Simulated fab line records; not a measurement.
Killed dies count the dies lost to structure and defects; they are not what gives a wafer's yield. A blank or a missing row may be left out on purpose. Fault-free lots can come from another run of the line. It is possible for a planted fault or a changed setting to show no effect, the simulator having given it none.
Split-lot study / flow n5_finfet / 7 lots, 39 wafers read, on a route of 1938 steps

== ABOUT THE SPLIT ==
At N5_BEOL_M14_ETCH_68 (etches SOC in N2/H2, time 450 s), the setting time_s was moved away from the recipe's 450 s on 15 of the 39 wafers read, by -27.4% to +54.8%. The other wafers ran this setting at the recipe's value.

The reading is taken at the split's own step.

== THE READING ==
SiARC_of_BEOL_M14_COAT_66.thk_nm (the simulator's own value, which no gauge read), in nm, at N5_BEOL_M14_ETCH_68 (etches SOC in N2/H2, time 450 s). The file gives no usual value for it. Average 65.1 nm, standard deviation 0.71 nm, over the 24 wafers here run with the recipe.

wafer=L075.1; tool, chamber at the split=rie_diel-04, 1; time_s as run, s=450; against the recipe=recipe; SiARC_of_BEOL_M14_COAT_66.thk_nm, nm=65.2; against lot-mates on the recipe=-
wafer=L075.3; tool, chamber at the split=rie_diel-04, 1; time_s as run, s=450; against the recipe=recipe; SiARC_of_BEOL_M14_COAT_66.thk_nm, nm=65.2; against lot-mates on the recipe=-
wafer=L075.2; tool, chamber at the split=rie_diel-04, 3; time_s as run, s=450; against the recipe=recipe; SiARC_of_BEOL_M14_COAT_66.thk_nm, nm=66.2; against lot-mates on the recipe=-
wafer=L075.4; tool, chamber at the split=rie_diel-04, 3; time_s as run, s=450; against the recipe=recipe; SiARC_of_BEOL_M14_COAT_66.thk_nm, nm=65.8; against lot-mates on the recipe=-
wafer=L075.5; tool, chamber at the split=rie_diel-04, 3; time_s as run, s=450; against the recipe=recipe; SiARC_of_BEOL_M14_COAT_66.thk_nm, nm=65.4; against lot-mates on the recipe=-
wafer=L075.6; tool, chamber at the split=rie_diel-04, 1; time_s as run, s=450; against the recipe=recipe; SiARC_of_BEOL_M14_COAT_66.thk_nm, nm=65.6; against lot-mates on the recipe=-
wafer=L083.1; tool, chamber at the split=rie_diel-04, 3; time_s as run, s=450; against the recipe=recipe; SiARC_of_BEOL_M14_COAT_66.thk_nm, nm=63.8; against lot-mates on the recipe=-
wafer=L083.2; tool, chamber at the split=rie_diel-04, 2; time_s as run, s=634.8; against the recipe=+41.1%; SiARC_of_BEOL_M14_COAT_66.thk_nm, nm=46.2; against lot-mates on the recipe=-18.7
wafer=L083.3; tool, chamber at the split=rie_diel-04, 1; time_s as run, s=450; against the recipe=recipe; SiARC_of_BEOL_M14_COAT_66.thk_nm, nm=65.4; against lot-mates on the recipe=-
wafer=L083.5; tool, chamber at the split=rie_diel-04, 1; time_s as run, s=450; against the recipe=recipe; SiARC_of_BEOL_M14_COAT_66.thk_nm, nm=65.4; against lot-mates on the recipe=-
wafer=L083.4; tool, chamber at the split=rie_diel-04, 3; time_s as run, s=634.8; against the recipe=+41.1%; SiARC_of_BEOL_M14_COAT_66.thk_nm, nm=45.2; against lot-mates on the recipe=-19.7
wafer=L083.6; tool, chamber at the split=rie_diel-04, 2; time_s as run, s=634.8; against the recipe=+41.1%; SiARC_of_BEOL_M14_COAT_66.thk_nm, nm=45.8; against lot-mates on the recipe=-19.1
wafer=L081.1; tool, chamber at the split=rie_diel-04, 1; time_s as run, s=450; against the recipe=recipe; SiARC_of_BEOL_M14_COAT_66.thk_nm, nm=65.8; against lot-mates on the recipe=-
wafer=L081.2; tool, chamber at the split=rie_diel-04, 0; time_s as run, s=450; against the recipe=recipe; SiARC_of_BEOL_M14_COAT_66.thk_nm, nm=64.6; against lot-mates on the recipe=-
wafer=L081.3; tool, chamber at the split=rie_diel-04, 2; time_s as run, s=560.7; against the recipe=+24.6%; SiARC_of_BEOL_M14_COAT_66.thk_nm, nm=53.8; against lot-mates on the recipe=-11.1
wafer=L081.4; tool, chamber at the split=rie_diel-04, 3; time_s as run, s=560.7; against the recipe=+24.6%; SiARC_of_BEOL_M14_COAT_66.thk_nm, nm=53.4; against lot-mates on the recipe=-11.5
wafer=L081.5; tool, chamber at the split=rie_diel-04, 2; time_s as run, s=560.7; against the recipe=+24.6%; SiARC_of_BEOL_M14_COAT_66.thk_nm, nm=54; against lot-mates on the recipe=-10.9
wafer=L081.6; tool, chamber at the split=rie_diel-04, 3; time_s as run, s=450; against the recipe=recipe; SiARC_of_BEOL_M14_COAT_66.thk_nm, nm=64.2; against lot-mates on the recipe=-
wafer=L087.3; tool, chamber at the split=rie_diel-01, 3; time_s as run, s=450; against the recipe=recipe; SiARC_of_BEOL_M14_COAT_66.thk_nm, nm=65.4; against lot-mates on the recipe=-
wafer=L087.4; tool, chamber at the split=rie_diel-01, 2; time_s as run, s=450; against the recipe=recipe; SiARC_of_BEOL_M14_COAT_66.thk_nm, nm=65.6; against lot-mates on the recipe=-
wafer=L087.5; tool, chamber at the split=rie_diel-01, 2; time_s as run, s=450; against the recipe=recipe; SiARC_of_BEOL_M14_COAT_66.thk_nm, nm=66; against lot-mates on the recipe=-
wafer=L088.1; tool, chamber at the split=rie_diel-03, 1; time_s as run, s=379.7; against the recipe=-15.6%; SiARC_of_BEOL_M14_COAT_66.thk_nm, nm=72.6; against lot-mates on the recipe=+7.5
wafer=L088.2; tool, chamber at the split=rie_diel-03, 0; time_s as run, s=450; against the recipe=recipe; SiARC_of_BEOL_M14_COAT_66.thk_nm, nm=65.8; against lot-mates on the recipe=-
wafer=L088.3; tool, chamber at the split=rie_diel-03, 2; time_s as run, s=379.7; against the recipe=-15.6%; SiARC_of_BEOL_M14_COAT_66.thk_nm, nm=71.6; against lot-mates on the recipe=+6.5
wafer=L088.4; tool, chamber at the split=rie_diel-03, 2; time_s as run, s=450; against the recipe=recipe; SiARC_of_BEOL_M14_COAT_66.thk_nm, nm=64.4; against lot-mates on the recipe=-
wafer=L088.5; tool, chamber at the split=rie_diel-03, 1; time_s as run, s=450; against the recipe=recipe; SiARC_of_BEOL_M14_COAT_66.thk_nm, nm=65.2; against lot-mates on the recipe=-
wafer=L088.6; tool, chamber at the split=rie_diel-03, 0; time_s as run, s=379.7; against the recipe=-15.6%; SiARC_of_BEOL_M14_COAT_66.thk_nm, nm=73; against lot-mates on the recipe=+7.9
wafer=L089.1; tool, chamber at the split=rie_diel-04, 1; time_s as run, s=450; against the recipe=recipe; SiARC_of_BEOL_M14_COAT_66.thk_nm, nm=65.6; against lot-mates on the recipe=-
wafer=L089.2; tool, chamber at the split=rie_diel-04, 0; time_s as run, s=696.4; against the recipe=+54.8%; SiARC_of_BEOL_M14_COAT_66.thk_nm, nm=39.6; against lot-mates on the recipe=-25.3
wafer=L089.3; tool, chamber at the split=rie_diel-04, 2; time_s as run, s=450; against the recipe=recipe; SiARC_of_BEOL_M14_COAT_66.thk_nm, nm=65; against lot-mates on the recipe=-
wafer=L089.4; tool, chamber at the split=rie_diel-04, 3,0; time_s as run, s=696.4; against the recipe=+54.8%; SiARC_of_BEOL_M14_COAT_66.thk_nm, nm=39.4; against lot-mates on the recipe=-25.5
wafer=L089.6; tool, chamber at the split=rie_diel-04, 3,0; time_s as run, s=696.4; against the recipe=+54.8%; SiARC_of_BEOL_M14_COAT_66.thk_nm, nm=39.4; against lot-mates on the recipe=-25.5
wafer=L089.5; tool, chamber at the split=rie_diel-04, 3; time_s as run, s=450; against the recipe=recipe; SiARC_of_BEOL_M14_COAT_66.thk_nm, nm=64.2; against lot-mates on the recipe=-
wafer=L096.1; tool, chamber at the split=rie_diel-04, 1; time_s as run, s=326.5; against the recipe=-27.4%; SiARC_of_BEOL_M14_COAT_66.thk_nm, nm=77.4; against lot-mates on the recipe=+13.1
wafer=L096.2; tool, chamber at the split=rie_diel-04, 2; time_s as run, s=450; against the recipe=recipe; SiARC_of_BEOL_M14_COAT_66.thk_nm, nm=63.6; against lot-mates on the recipe=-
wafer=L096.3; tool, chamber at the split=rie_diel-04, 0; time_s as run, s=450; against the recipe=recipe; SiARC_of_BEOL_M14_COAT_66.thk_nm, nm=64; against lot-mates on the recipe=-
wafer=L096.4; tool, chamber at the split=rie_diel-04, 3; time_s as run, s=326.5; against the recipe=-27.4%; SiARC_of_BEOL_M14_COAT_66.thk_nm, nm=76.6; against lot-mates on the recipe=+12.3
wafer=L096.5; tool, chamber at the split=rie_diel-04, 2; time_s as run, s=326.5; against the recipe=-27.4%; SiARC_of_BEOL_M14_COAT_66.thk_nm, nm=77.2; against lot-mates on the recipe=+12.9
wafer=L096.6; tool, chamber at the split=rie_diel-04, 1; time_s as run, s=450; against the recipe=recipe; SiARC_of_BEOL_M14_COAT_66.thk_nm, nm=65.4; against lot-mates on the recipe=-
When a row names more than one chamber, that row covers several wafers, and the file does not tell which wafer ran in which chamber.

THE FIT
A straight line over all 39 wafers: SiARC_of_BEOL_M14_COAT_66.thk_nm changes by -0.464 nm for each +1% of time_s; r = -1.00; the points scatter about the line by 0.66 nm.
The same after taking each lot's own level away (the mean of its wafers on the recipe; 39 wafers): -0.464 nm for each +1%; r = -1.00; scatter 0.52 nm.
The reading moves by 25 nm for the largest change in time_s, on that fit.
Across the lots, their own levels run from 64.33 to 65.67 nm, a range of 1.9 times the standard deviation given above.
The two slopes are in agreement: the lot-to-lot level therefore moves the slope only a little.
Check: -25.4 nm against its lot-mates is what the line predicts for one of the wafers moved furthest among these (+54.8%) when that wafer is left out of the fit. It came out at -25.3 nm against them.

== FURTHER SPLITS ON THESE WAFERS ==
These wafers also went through other splits before the reading. Each is held against what the fit with the lots' levels taken away leaves over:
other split on the same wafers=N5_BEOL_M13_ILD_DEP_00 target_thk_a; wafers away from the commonest value=18; r with SiARC_of_BEOL_M14_COAT_66.thk_nm (lot level and that fit taken away)=+0.01

== THE FILE'S OWN FIT ==
SiARC_of_BEOL_M14_COAT_66.thk_nm changes by -0.464 nm for each +1% of time_s, r = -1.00.
